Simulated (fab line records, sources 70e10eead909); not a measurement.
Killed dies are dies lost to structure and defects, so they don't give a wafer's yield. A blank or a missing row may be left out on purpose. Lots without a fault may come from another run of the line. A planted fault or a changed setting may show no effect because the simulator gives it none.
fab line records | flow nand_harc
record lots=7 wafers=18 last_day=24
route steps=1159 shown A_SGD_CUT@750 END@1159
lots that met no fault: from a run of the same line without faults
start_h: hours from the record's first day to the start of the lot's first wafer shown | wait_h: hours since the lot's step before | " the same as in the row above | L1.1+2: a row that stands for several wafers | - no value, or no start given | * or withheld: withheld | < > ~ a bound
route shown NAME@n: a module of which the file shows steps, and the number in the route of the first | usual: mean/standard deviation of fault-free wafers | same: alike in all rows | chamber/n: place in a boat | sites: the reading at each site | _std_site: their standard deviation | _edge_site: outer sites' mean less inner sites' | radius_mm: how far each site lies from the wafer's centre | mask NAME#n: copy n | behind: the tool/chamber that last shaped the wafer | hold: why the lot was held/for how many hours/how that ended | device: the transistor (n, p or np) that didn't switch | end of line: the same wafers' tests at the end of the route | a step without rows: its recipe alone | killed: dies lost to structure and defects at the first sort, not the wafer's yield | map: a wafer's dies, x killed, . not, _ none there
set.NAME: the setting as run; set.NAME@STEP: as run at that earlier step | model.NAME: the simulator's own value behind a step, which no gauge read
lots at some steps of the route; a table a step, a row a wafer
services: from which hour (start_h, from the record's first day; less than 0 if before it) a tool's chamber was out of use, for how many hours, and why
## steps
# step NHARC_A_SGD_CUT_COAT_56
# recipe temp_c=260 time_s=75
# step NHARC_A_SGD_CUT_COAT_57
# recipe temp_c=225 time_s=65
# step NHARC_A_SGD_CUT_COAT_03
# recipe spin_rpm=1500 resist_thk_nm=90
# step NHARC_A_SGD_CUT_SOFTBAKE_04
# recipe temp_c=105 time_s=55
# step NHARC_A_SGD_CUT_EBR_05
# step NHARC_A_SGD_CUT_EXPOSE_06
# recipe na=1.35 dose_mj=85.59 mask_id=SGD
# step NHARC_A_SGD_CUT_PEB_07
# recipe peb_temp_c=100 peb_time_s=65
# step NHARC_A_SGD_CUT_DEVELOP_08
# recipe develop_time_s=35 dev_temp_c=23
# step NHARC_A_SGD_CUT_CD_MEAS_09
# recipe target_cd_nm=100 landing_energy_ev=500
# usual cd_nm=99.9/0.42
# columns lot.wafer tool chamber start_h wait_h cd_nm
L611.1 cd_sem-02 0 353.32 - 100.1
L611.2 " 0 " " 100.6
L611.3 " 0 " " 100.6
L613.1 cd_sem-02 0 363.70 - 99.9
L613.5 " 0 " " 100.0
L613.6 " 0 " " 100.2
L617.1 cd_sem-03 0 384.17 - 100.1
L617.4 " 0 " " 100.1
L617.6 " 0 " " 99.9
L624.2 cd_sem-01 0 418.61 - 99.3
L624.4 " 0 " " 100.2
L622.4 cd_sem-03 0 428.81 - 100.6
L622.5 " 0 " " 100.4
L627.1 cd_sem-03 0 448.91 - 100.1
L627.4 " 0 " " 100.2
L627.5 " 0 " " 99.9
L625.1 cd_sem-01 0 449.62 - 99.9
L625.5 " 0 " " 100.1
# step NHARC_A_SGD_CUT_OVL_MEAS_10
# usual overlay_x_nm=-0.2/0.95 overlay_y_nm=0.0/0.93
# columns lot.wafer tool chamber start_h wait_h overlay_x_nm overlay_y_nm
L611.1 overlay-01 - 353.41 - -1.4 1.2
L611.2 " - " " -0.8 1.4
L611.3 " - " " -1.5 1.6
L613.1 overlay-01 - 363.79 - 0.2 -1.1
L613.5 " - " " 0.5 -1.0
L613.6 " - " " 0.1 -1.1
L617.1 overlay-01 - 384.26 - 0.4 1.9
L617.4 " - " " 0.0 1.6
L617.6 " - " " -0.1 1.7
L624.2 overlay-02 - 418.70 - -0.4 -1.1
L624.4 " - " " -0.4 -0.8
L622.4 overlay-01 - 428.89 - -0.7 -0.9
L622.5 " - " " -0.4 -1.6
L627.1 overlay-02 - 449.00 - 0.0 0.9
L627.4 " - " " 0.0 0.5
L627.5 " - " " 0.5 0.8
L625.1 overlay-02 - 449.71 - -0.9 0.9
L625.5 " - " " -0.7 0.9
# step NHARC_A_SGD_CUT_INSPECT_11
# usual raw_defect_count=17/9.4
# columns lot.wafer tool chamber start_h wait_h raw_defect_count
L611.1 defect_inspect-01 - 353.45 0.0 7
L611.2 " - " " 11
L611.3 " - " " 7
L613.1 defect_inspect-02 - 363.83 0.0 8
L613.5 " - " " 12
L613.6 " - " " 15
L617.1 defect_inspect-01 - 384.29 0.0 27
L617.4 " - " " 32
L617.6 " - " " 21
L624.2 defect_inspect-02 - 418.74 0.0 31
L624.4 " - " " 32
L622.4 defect_inspect-01 - 428.93 0.0 42
L622.5 " - " " 33
L627.1 defect_inspect-02 - 449.04 0.0 10
L627.4 " - " " 20
L627.5 " - " " 15
L625.1 defect_inspect-02 - 449.74 0.0 19
L625.5 " - " " 18
# step NHARC_A_SGD_CUT_DESCUM_14
# recipe time_s=3 o2_flow_sccm=200 ar_flow_sccm=0 bias_power_w=0 chemistry=O2
# usual drypump_motor_current_A=5.8/0.42 oes_product_au=1.001/0.0074 rf_vpp_V=57.7/0.95 showerhead_plenum_p_Torr=1.91/0.092 throttle_valve_pct=11.312/0.0091
# columns lot.wafer tool chamber start_h wait_h drypump_motor_current_A oes_product_au rf_hours_counter_h rf_vpp_V showerhead_plenum_p_Torr throttle_valve_pct
L611.2 rie_diel-08 3 353.51 0.1 5.4 1.006 3 56.4 1.83 11.313
L611.3 " 0 " " 6.3 1.006 3 57.7 1.87 11.304
L611.1 " 1 " " 5.6 0.995 3 57.9 2.04 11.303
L613.1 rie_diel-08 2 363.90 0.1 5.9 0.990 4 57.0 1.81 11.312
L613.6 " 1 " " 5.6 1.010 - 59.3 2.04 11.303
L613.5 " 2 " " 6.0 0.991 - 56.0 1.81 11.306
L617.1 rie_diel-05 0 384.37 0.1 5.8 1.001 3 57.2 1.87 11.303
L617.4 " 2 " " 6.2 1.016 - 58.8 1.93 11.308
L617.6 " 0 " " 5.8 1.015 - 57.6 1.87 11.310
L624.2 rie_diel-05 3 418.80 0.1 6.3 1.000 6 58.2 1.98 11.318
L624.4 " 2 " " 6.2 1.012 6 57.6 1.93 11.307
L622.4 rie_diel-05 3 428.99 0.1 6.4 1.005 7 58.9 1.98 11.303
L622.5 " 3 " " 6.4 1.009 - 58.4 1.98 11.306
L627.4 rie_diel-13 2 449.11 0.1 5.6 0.998 19 57.5 1.79 11.328
L627.1 " 0 " " 6.5 1.008 15 57.6 2.04 11.315
L627.5 " 2 " " 5.6 0.992 - 57.4 1.79 11.294
L625.1 rie_diel-05 3 449.81 0.1 6.4 1.009 9 57.0 1.98 11.314
L625.5 " 2 " " 6.2 1.013 - 57.9 1.93 11.313
# step NHARC_A_SGD_CUT_ETCH_58
# recipe target_depth_a=390 over_etch_frac=0.3 time_s=65 ion_energy_ev=80 cf4_flow_sccm=150 ar_flow_sccm=0 rf_w=300 bias_w=100 chemistry=CF4
# usual drypump_motor_current_A=5.8/0.41 oes_product_au=1.002/0.0075 rf_fwd_power_W=296.7/1.4 rf_vpp_V=151.2/1.2 run_length_s=86.0/0.4 showerhead_plenum_p_Torr=1.76/0.079 throttle_valve_pct=13.284/0.0097
# same over_etch_frac=0.3
# columns lot.wafer tool chamber start_h wait_h drypump_motor_current_A oes_product_au rf_fwd_power_W rf_hours_counter_h rf_vpp_V run_length_s showerhead_plenum_p_Torr throttle_valve_pct
L611.2 rie_diel-08 3 353.59 0.1 5.4 1.004 294.1 3 150.8 86.0 1.69 13.289
L611.3 " 0 " " 6.3 0.994 296.1 3 150.5 85.8 1.73 13.285
L611.1 " 2 " " 5.9 0.992 293.7 3 148.9 85.7 1.68 13.291
L613.1 rie_diel-08 1 363.98 0.1 5.6 1.004 298.2 4 152.8 85.6 1.87 13.281
L613.6 " 0 " " 6.3 1.009 296.5 - 150.7 85.4 1.73 13.269
L613.5 " 1 " " 5.6 1.010 298.2 - 153.5 85.5 1.88 13.269
L617.1 rie_diel-05 1 384.47 0.1 5.9 1.004 295.6 3 150.7 86.2 1.65 13.285
L617.4 " 0 " " 5.8 1.010 296.2 - 151.9 85.6 1.73 13.274
L617.6 " 1 " " 6.0 1.015 296.3 - 150.8 86.4 1.65 13.293
L624.4 rie_diel-05 2 418.90 0.1 6.2 1.014 299.1 6 151.6 86.6 1.78 13.283
L624.2 " 3 " " 6.4 0.993 - 6 150.9 61.8 1.82 13.289
L622.4 rie_diel-05 2 429.08 0.1 6.2 1.007 298.1 7 150.8 86.1 1.78 13.282
L622.5 " 1 " " 5.9 1.012 - - 149.7 62.1 1.65 13.279
L627.1 rie_diel-13 2 449.19 0.1 5.6 1.004 297.5 19 149.7 85.5 1.67 13.295
L627.4 " 0 " " 6.5 1.007 295.2 15 152.6 86.5 1.88 13.280
L627.5 " 1 " " 5.7 1.000 298.6 - 151.8 85.9 1.84 13.299
L625.1 rie_diel-05 2 449.91 0.1 6.2 1.021 298.3 9 152.2 86.5 1.78 13.290
L625.5 " 0 " " 5.8 1.006 - - 152.1 61.0 1.73 13.271
# step NHARC_A_SGD_CUT_ETCH_59
# recipe target_depth_a=2600 over_etch_frac=0.25 time_s=406.25 ion_energy_ev=200 n2_flow_sccm=150 h2_flow_sccm=150 ar_flow_sccm=0 rf_w=400 bias_w=150 chemistry=N2/H2
# usual drypump_motor_current_A=5.8/0.42 oes_product_au=1.002/0.0074 rf_fwd_power_W=399.0/1.3 rf_vpp_V=430.1/2.9 run_length_s=427.3/0.41 showerhead_plenum_p_Torr=2.03/0.1 throttle_valve_pct=14.172/0.0093
# same over_etch_frac=0.25
# columns lot.wafer tool chamber start_h wait_h drypump_motor_current_A oes_product_au rf_fwd_power_W rf_hours_counter_h rf_vpp_V run_length_s showerhead_plenum_p_Torr throttle_valve_pct
L611.2 rie_diel-08 2 - - 5.9 0.998 399.0 3 426.0 426.8 1.93 14.167
L611.1 " 3 " " 5.4 1.006 399.4 3 427.4 427.0 1.94 14.164
L611.3 " 0 " " 6.3 1.010 396.1 3 429.4 427.2 1.99 14.171
L613.1 rie_diel-08 2 - - 5.9 0.988 399.7 4 427.8 427.0 1.93 14.174
L613.6 " 3 " " 5.4 1.012 397.7 - 428.1 427.2 1.94 14.189
L613.5 " 0 " " 6.3 1.007 401.2 - 427.8 426.8 1.99 14.173
L617.1 rie_diel-05 0 - - 5.8 0.996 399.2 3 428.9 426.9 1.99 14.166
L617.4 " 1 " " 5.9 1.014 398.7 - 426.3 428.2 1.89 14.184
L617.6 " 2 " " 6.2 1.012 399.2 - 431.8 427.4 2.06 14.172
L624.2 rie_diel-05 0 - - 5.8 1.010 399.7 7 430.1 427.3 1.99 14.185
L624.4 " 2 " " 6.2 1.014 400.1 6 431.3 427.7 2.06 14.153
L622.4 rie_diel-05 1 - - 6.0 1.003 398.8 7 425.5 427.6 1.89 14.167
L622.5 " 0 " " 5.8 1.001 396.4 - 428.9 426.9 1.99 14.169
L627.4 rie_diel-13 0 - - 6.5 1.001 399.5 15 433.7 427.8 2.18 14.166
L627.1 " 2 " " 5.6 1.000 398.0 19 427.6 427.1 1.91 14.176
L627.5 " 1 " " 5.8 0.991 400.0 - 432.8 427.1 2.13 14.164
L625.1 rie_diel-05 0 - - 5.8 1.003 398.9 10 428.7 427.1 1.99 14.177
L625.5 " 3 " " 6.4 1.003 398.1 - 433.5 427.5 2.11 14.163
# step NHARC_END_SORT_01
# recipe temp_c=25
# usual killed_at_array=29/11 killed_at_other=0.6/0.92 killed_at_periphery=3.2/2 killed_dies=33/11 killed_open=3.2/2 killed_short=1.9/1.5
# same gross_dies=677
# columns lot.wafer tool chamber start_h wait_h killed_at_array killed_at_other killed_at_periphery killed_dies killed_open killed_short
L624.2 prober-01 0 563.54 2.8 670 1 6 677 4 2
L625.5 prober-01 0 574.72 3.7 676 0 1 677 0 3
L622.5 prober-02 0 573.77 3.7 671 2 4 677 4 1
# killed by level:class
L624.2 A_SGD_CUT:area_etch=638 A_CHANNEL_HOLE_D1:chamber_film_flake=20 A_STAIRCASE:chamber_film_flake=4 A_CONTACT:chamber_film_flake=4 P_M1:chamber_film_flake=3 A_CONTACT:geometric_particle:open=2 P_GATE:geometric_particle:short=1 P_GATE:geometric_particle:open=1
L622.5 A_SGD_CUT:area_etch=634 A_CHANNEL_HOLE_D1:chamber_film_flake=18 A_SLIT:chamber_film_flake=7 A_STAIRCASE:chamber_film_flake=6 A_CONTACT:geometric_particle:open=2 P_M1:chamber_film_flake=2 THIN_TSV:chamber_film_flake=2 A_CHANNEL_FILL_D1:geometric_particle:open=1
L625.5 A_SGD_CUT:area_etch=654 A_STAIRCASE:chamber_film_flake=9 A_CHANNEL_HOLE_D1:chamber_film_flake=4 A_CONTACT:chamber_film_flake=4 A_WL_FILL:geometric_particle:short=2 A_BLC:geometric_particle:short=1 P_STI:chamber_film_flake=1 A_CHANNEL_FILL_D1:chamber_film_flake=1
# map L622.5 (x killed, . not)
____________x____________
_________xxxxxxx_________
_______xxxxxxxxxxx_______
______xxxxxxxxxxxxx______
_____xxxxxxxxxxxxxxx_____
____xxxxxxxxxxxxxxxxx____
____xxxxxxxxxxxxxxxxx____
___xxxxxxxxxxxxxxxxxxx___
___xxxxxxxxxxxxxxxxxxx___
__xxxxxxxxxxxxxxxxxxxxx__
__xxxxxxxxxxxxxxxxxxxxx__
_xxxxxxxxxxxxxxxxxxxxxxx_
_xxxxxxxxxxxxxxxxxxxxxxx_
_xxxxxxxxxxxxxxxxxxxxxxx_
_xxxxxxxxxxxxxxxxxxxxxxx_
_xxxxxxxxxxxxxxxxxxxxxxx_
xxxxxxxxxxxxxxxxxxxxxxxxx
xxxxxxxxxxxxxxxxxxxxxxxxx
xxxxxxxxxxxxxxxxxxxxxxxxx
xxxxxxxxxxxxxxxxxxxxxxxxx
xxxxxxxxxxxxxxxxxxxxxxxxx
_xxxxxxxxxxxxxxxxxxxxxxx_
_xxxxxxxxxxxxxxxxxxxxxxx_
_xxxxxxxxxxxxxxxxxxxxxxx_
_xxxxxxxxxxxxxxxxxxxxxxx_
_xxxxxxxxxxxxxxxxxxxxxxx_
__xxxxxxxxxxxxxxxxxxxxx__
__xxxxxxxxxxxxxxxxxxxxx__
___xxxxxxxxxxxxxxxxxxx___
___xxxxxxxxxxxxxxxxxxx___
____xxxxxxxxxxxxxxxxx____
____xxxxxxxxxxxxxxxxx____
_____xxxxxxxxxxxxxxx_____
______xxxxxxxxxxxxx______
_______xxxxxxxxxxx_______
_________xxxxxxx_________
____________x____________
# map L624.2 (x killed, . not)
____________x____________
_________xxxxxxx_________
_______xxxxxxxxxxx_______
______xxxxxxxxxxxxx______
_____xxxxxxxxxxxxxxx_____
____xxxxxxxxxxxxxxxxx____
____xxxxxxxxxxxxxxxxx____
___xxxxxxxxxxxxxxxxxxx___
___xxxxxxxxxxxxxxxxxxx___
__xxxxxxxxxxxxxxxxxxxxx__
__xxxxxxxxxxxxxxxxxxxxx__
_xxxxxxxxxxxxxxxxxxxxxxx_
_xxxxxxxxxxxxxxxxxxxxxxx_
_xxxxxxxxxxxxxxxxxxxxxxx_
_xxxxxxxxxxxxxxxxxxxxxxx_
_xxxxxxxxxxxxxxxxxxxxxxx_
xxxxxxxxxxxxxxxxxxxxxxxxx
xxxxxxxxxxxxxxxxxxxxxxxxx
xxxxxxxxxxxxxxxxxxxxxxxxx
xxxxxxxxxxxxxxxxxxxxxxxxx
xxxxxxxxxxxxxxxxxxxxxxxxx
_xxxxxxxxxxxxxxxxxxxxxxx_
_xxxxxxxxxxxxxxxxxxxxxxx_
_xxxxxxxxxxxxxxxxxxxxxxx_
_xxxxxxxxxxxxxxxxxxxxxxx_
_xxxxxxxxxxxxxxxxxxxxxxx_
__xxxxxxxxxxxxxxxxxxxxx__
__xxxxxxxxxxxxxxxxxxxxx__
___xxxxxxxxxxxxxxxxxxx___
___xxxxxxxxxxxxxxxxxxx___
____xxxxxxxxxxxxxxxxx____
____xxxxxxxxxxxxxxxxx____
_____xxxxxxxxxxxxxxx_____
______xxxxxxxxxxxxx______
_______xxxxxxxxxxx_______
_________xxxxxxx_________
____________x____________
## services
# columns tool chamber start_h hours kind
rie_diel-05 - 340.60 9.0 pm
rie_diel-05 0 340.60 9.0 vent_cycle
rie_diel-05 1 340.60 9.0 vent_cycle
rie_diel-05 2 340.60 9.0 vent_cycle
rie_diel-05 3 340.60 9.0 vent_cycle
rie_diel-13 0 349.35 7.8 repair
rie_diel-05 0 349.60 - clean
rie_diel-05 1 349.60 - clean
rie_diel-05 2 349.60 - clean
rie_diel-05 3 349.60 - clean
rie_diel-13 1 355.52 13.5 repair
rie_diel-05 1 355.57 6.6 repair
rie_diel-05 3 364.36 1.8 repair
rie_diel-08 - 369.52 0.6 repair
rie_diel-05 2 373.51 1.6 repair
rie_diel-05 0 374.31 - clean
rie_diel-05 1 374.31 - clean
rie_diel-05 3 374.31 - clean
rie_diel-05 3 383.23 4.3 repair
rie_diel-08 0 388.73 6.3 repair
rie_diel-05 0 398.82 - clean
rie_diel-05 - 406.41 1.4 repair
rie_diel-13 2 412.41 3.2 repair
rie_diel-13 0 434.27 10.9 repair
## key
first_sign step=NHARC_A_SGD_CUT_ETCH_58 reading=run_length_s direction=down sigmas=61 usual=* struck=*
effect step=NHARC_END_SORT_01 reading=killed_at_array direction=up sigmas=61 usual=29 struck=672
more_kills_born_at NHARC_A_SGD_CUT_ETCH_58@rie_diel-05=1926
met_at NHARC_A_SGD_CUT_ETCH_58
struck_wafers L622.5,L624.2,L625.5
later_rows_left_out L622.5,L624.2,L625.5
tester_left_out L622,L624,L625
onset_between 384.47 418.90
fault kind=process_parameter_drift tool=rie_diel-05 chamber=- onset_h=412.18 steps=NHARC_A_SGD_CUT_ETCH_58 channel=time_s offset=* shape=step end_h=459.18 scope=struck_wafers_only acts_in=* stated=*
# tester_left_out: of these lots the tester's yield and bins aren't shown, on N5 and GAA mostly nor the transistor test; their killed dies are dies lost to structure and defects alone, not to doping, threshold or leakage, so they don't give the yield
# later_rows_left_out: the simulator's readings of these wafers behind a module that went badly wrong aren't trusted and aren't shown, but for the sort
